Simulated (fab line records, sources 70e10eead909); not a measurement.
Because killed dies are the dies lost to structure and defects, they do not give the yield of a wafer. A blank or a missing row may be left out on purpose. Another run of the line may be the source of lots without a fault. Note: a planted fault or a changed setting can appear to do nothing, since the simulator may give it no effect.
What tool caused it? + flow nand harc + 14 lots with 42 wafers sampled at 4 steps, on a route of 1302 steps

## WHAT THE GAUGES READ, wafer by wafer
The record lacks any reading of a measuring or inspecting step that a usual standard deviation could be used to judge.

## WHICH TOOL RAN EACH LOT (tool, then ch and the chambers of the sampled wafers, then the start)
| lot  | NHARC_A_SLIT_ETCH_15                          | NHARC_A_WL_FILL_ALD_02              | NHARC_A_WL_FILL_ANNEAL_08     | NHARC_A_WL_FILL_ALD_19              |
|------|-----------------------------------------------|-------------------------------------|-------------------------------|-------------------------------------|
| L548 | rie diel-12 ch 1,2, day 21 02:45 or earlier   | ald metal-01 ch 0,3, day 21 02:45   | furnace-01 ch 0, day 21 07:35 | ald metal-01 ch 2,3, day 21 19:16   |
| L550 | rie diel-12 ch 0,3, day 21 06:21 or earlier   | ald metal-02 ch 1,2,3, day 21 06:21 | furnace-04 ch 0, day 21 12:06 | ald metal-02 ch 1,2, day 21 23:57   |
| L551 | rie diel-04 ch 0,2,3, day 21 19:04 or earlier | ald metal-03 ch 0,1,2, day 21 19:04 | furnace-05 ch 0, day 22 01:04 | ald metal-03 ch 0,2,3, day 22 12:46 |
| L558 | rie diel-04 ch 0,2, day 24 16:12 or earlier   | ald metal-02 ch 2,3, day 24 16:12   | furnace-05, day 24 23:13      | ald metal-01 ch 2,3, day 25 11:05   |
| L560 | rie diel-12 ch 0,2,3, day 25 05:35 or earlier | ald metal-01 ch 2,3, day 25 05:35   | furnace-01, day 25 13:47      | ald metal-03 ch 0,2,3, day 26 01:43 |
| L562 | rie diel-04 ch 0,1,2, day 26 05:29 or earlier | ald metal-01 ch 0,1, day 26 05:29   | furnace-05 ch 0, day 26 11:32 | ald metal-02 ch 0,2,3, day 26 23:26 |
| L564 | rie diel-12 ch 1,2,3, day 26 20:34 or earlier | ald metal-01 ch 0,1,3, day 26 20:34 | furnace-05 ch 0, day 27 03:48 | ald metal-01 ch 1,2,3, day 27 15:37 |
| L563 | rie diel-02 ch 0,1,3, day 26 21:08 or earlier | ald metal-03 ch 1,2,3, day 26 21:08 | furnace-05 ch 0, day 27 03:48 | ald metal-02 ch 0,2,3, day 27 15:38 |
| L565 | rie diel-04 ch 0,1, day 27 17:06 or earlier   | ald metal-03 ch 1,2, day 27 17:06   | furnace-05 ch 0, day 27 21:41 | ald metal-01 ch 0,1, day 28 09:25   |
| L566 | rie diel-02 ch 0,1,2, day 27 17:07 or earlier | ald metal-01 ch 0,3, day 27 17:07   | furnace-05 ch 0, day 27 21:41 | ald metal-01 ch 0,1,2, day 28 13:19 |
| L568 | rie diel-12 ch 0,1,2, day 28 21:44 or earlier | ald metal-01 ch 0,1,2, day 28 21:44 | furnace-01 ch 0, day 29 04:37 | ald metal-03 ch 1,2,3, day 29 16:28 |
| L569 | rie diel-02 ch 0,2,3, day 28 21:41 or earlier | ald metal-02 ch 0,2, day 28 21:41   | furnace-01 ch 0, day 29 04:37 | ald metal-02 ch 1,2,3, day 29 19:37 |
| L567 | rie diel-04 ch 0,2,3, day 29 02:05 or earlier | ald metal-03 ch 1,2,3, day 29 02:05 | furnace-01 ch 0, day 29 04:37 | ald metal-02 ch 1,2,3, day 29 16:26 |
| L570 | rie diel-04 ch 1,3, day 29 23:50 or earlier   | ald metal-01 ch 1,2,3, day 29 23:50 | furnace-01 ch 0, day 30 04:34 | ald metal-03 ch 0,2, day 30 16:20   |
- NHARC_A_SLIT_ETCH_15: etches the open film in O2/COS, target depth 6200 nm, time 1612 s.
- NHARC_A_WL_FILL_ALD_02: deposits TiN, target thk 2 nm, pulse time 3 s, ald cycles 100.
- NHARC_A_WL_FILL_ANNEAL_08: time 1800 s.
- NHARC_A_WL_FILL_ALD_19: deposits TiN, target thk 2 nm, pulse time 3 s, ald cycles 100.

## AS READ BY THE TOOLS THEMSELVES (means over the sampled wafers that have a number; for cases with no such wafer, the mark the record gives instead)
NHARC_A_SLIT_ETCH_15.
| lot  | tool        | drypump motor current A (A) | oes product au (a.u.) | rf vpp V (V) | showerhead plenum p Torr (Torr) | throttle valve pct (%) |
|------|-------------|-----------------------------|-----------------------|--------------|---------------------------------|------------------------|
| L548 | rie diel-12 | 5.5                         | 1.012                 | 313.0        | 3.04                            | 28.335                 |
| L550 | rie diel-12 | 5.3                         | 1.006                 | 313.3        | 3.08                            | 28.324                 |
| L551 | rie diel-04 | 5.7                         | 0.987                 | 313.4        | 3.09                            | 28.327                 |
| L558 | rie diel-04 | 6.0                         | 1.001                 | 312.7        | 3.02                            | 28.336                 |
| L560 | rie diel-12 | 5.4                         | 1.003                 | 313.9        | 3.04                            | 28.324                 |
| L562 | rie diel-04 | 5.8                         | 0.999                 | 314.6        | 3.14                            | 28.330                 |
| L564 | rie diel-12 | 5.5                         | 1.005                 | 312.0        | 3.01                            | 28.324                 |
| L563 | rie diel-02 | 5.8                         | 1.008                 | 313.4        | 3.10                            | 28.324                 |
| L565 | rie diel-04 | 5.5                         | 0.997                 | 315.0        | 3.17                            | 28.331                 |
| L566 | rie diel-02 | 6.1                         | 0.998                 | 313.8        | 3.14                            | 28.331                 |
| L568 | rie diel-12 | 5.5                         | 1.002                 | 313.2        | 3.08                            | 28.328                 |
| L569 | rie diel-02 | 6.1                         | 1.004                 | 313.8        | 3.12                            | 28.323                 |
| L567 | rie diel-04 | 5.7                         | 0.994                 | 313.8        | 3.09                            | 28.322                 |
| L570 | rie diel-04 | 5.0                         | 0.991                 | 314.9        | 3.18                            | 28.331                 |

NHARC_A_WL_FILL_ALD_02.
| lot  | tool         | heater power w (W) | precursor pulse height rel |
|------|--------------|--------------------|----------------------------|
| L548 | ald metal-01 | 1245               | 0.995                      |
| L550 | ald metal-02 | 1124               | 1.002                      |
| L551 | ald metal-03 | 1054               | 0.991                      |
| L558 | ald metal-02 | 1242               | 0.994                      |
| L560 | ald metal-01 | 1237               | 1.013                      |
| L562 | ald metal-01 | 1163               | 0.992                      |
| L564 | ald metal-01 | 1231               | 1.010                      |
| L563 | ald metal-03 | 1059               | 0.996                      |
| L565 | ald metal-03 | 1057               | 0.994                      |
| L566 | ald metal-01 | 1305               | 1.017                      |
| L568 | ald metal-01 | 1168               | 1.008                      |
| L569 | ald metal-02 | 1127               | 0.993                      |
| L567 | ald metal-03 | 1078               | 1.021                      |
| L570 | ald metal-01 | 1212               | 0.992                      |

NHARC_A_WL_FILL_ANNEAL_08.
| lot  | tool       | run length s (s) | spike tc bottom C (C) | spike tc centre C (C) | spike tc top C (C) | zone power centre pct (%) | zone power upper pct (%) |
|------|------------|------------------|-----------------------|-----------------------|--------------------|---------------------------|--------------------------|
| L548 | furnace-01 | 1827             | 474.6                 | 449.9                 | 478.1              | 5.42                      | 4.6                      |
| L550 | furnace-04 | 1831             | 474.2                 | 449.9                 | 474.3              | 5.92                      | 6.4                      |
| L551 | furnace-05 | 1810             | 475.0                 | 450.5                 | 474.3              | 5.23                      | 5.2                      |
| L558 | furnace-05 | -                | -                     | -                     | -                  | -                         | -                        |
| L560 | furnace-01 | -                | -                     | -                     | -                  | -                         | -                        |
| L562 | furnace-05 | 1808             | 475.5                 | 450.1                 | 475.1              | 5.19                      | 5.2                      |
| L564 | furnace-05 | 1815             | 475.7                 | 448.1                 | 475.0              | 5.24                      | 5.2                      |
| L563 | furnace-05 | 1813             | 475.0                 | 450.0                 | 474.5              | 5.21                      | 5.1                      |
| L565 | furnace-05 | 1814             | 474.4                 | 450.1                 | 473.7              | 5.19                      | 5.2                      |
| L566 | furnace-05 | 1817             | 474.2                 | 449.6                 | 474.9              | 5.25                      | 5.2                      |
| L568 | furnace-01 | 1828             | 473.8                 | 450.6                 | 477.1              | 5.40                      | 4.5                      |
| L569 | furnace-01 | 1822             | 474.1                 | 449.1                 | 477.6              | 5.37                      | 4.6                      |
| L567 | furnace-01 | 1838             | 474.5                 | 450.2                 | 476.6              | 5.36                      | 4.6                      |
| L570 | furnace-01 | 1834             | 474.3                 | 450.4                 | 477.9              | 5.40                      | 4.6                      |

NHARC_A_WL_FILL_ALD_19.
| lot  | tool         | heater power w (W) | precursor pulse height rel |
|------|--------------|--------------------|----------------------------|
| L548 | ald metal-01 | 1228               | 0.998                      |
| L550 | ald metal-02 | 1121               | 0.999                      |
| L551 | ald metal-03 | 1061               | 0.983                      |
| L558 | ald metal-01 | 1322               | 0.994                      |
| L560 | ald metal-03 | 1042               | 1.023                      |
| L562 | ald metal-02 | 1162               | 0.992                      |
| L564 | ald metal-01 | 1204               | 0.975                      |
| L563 | ald metal-02 | 1175               | 0.990                      |
| L565 | ald metal-01 | 1121               | 0.982                      |
| L566 | ald metal-01 | 1148               | 1.002                      |
| L568 | ald metal-03 | 1080               | 1.001                      |
| L569 | ald metal-02 | 1101               | 0.997                      |
| L567 | ald metal-02 | 1079               | 1.011                      |
| L570 | ald metal-03 | 1005               | 0.989                      |

## THE ANSWER, worked out from the rows above alone
Rule: usual is defined by the lots themselves. Put in order of their means at a reading, lots are off if they are a third of the lots or fewer, leave a main group of 4 or more, and stand apart from it by a gap of 3 or more times the standard deviation of the main group's means; of several such gaps the widest counts. A main group is skipped when, at the precision printed for the reading in the tables above, its means are all equal. Also off: a lot with no number at a reading for which 4 or more lots have one. The other lots that the step has rows for count as sound. The gauges are gone through in route order, then the tools' own readings, and for those a lot's mean is taken as printed above. At the first step where some lot is off, the reading lying furthest off is the one used; lots without a number count as furthest.
Off at NHARC_A_WL_FILL_ANNEAL_08 (run length s): L558, L560. Without a number there: L558, L560. The main group: mean 1821 s, standard deviation 9.6.
If a tool, at that step or one of the process steps before it, ran each lot that is off and ran no sound lot following the first of them, it fits. Because NHARC_A_SLIT_ETCH_15 lacks a start for some lots, the hours and order of its lots are taken from NHARC_A_WL_FILL_ALD_02. None of those tried fits.

## WHAT WAS PUT IN BY THE SIMULATOR
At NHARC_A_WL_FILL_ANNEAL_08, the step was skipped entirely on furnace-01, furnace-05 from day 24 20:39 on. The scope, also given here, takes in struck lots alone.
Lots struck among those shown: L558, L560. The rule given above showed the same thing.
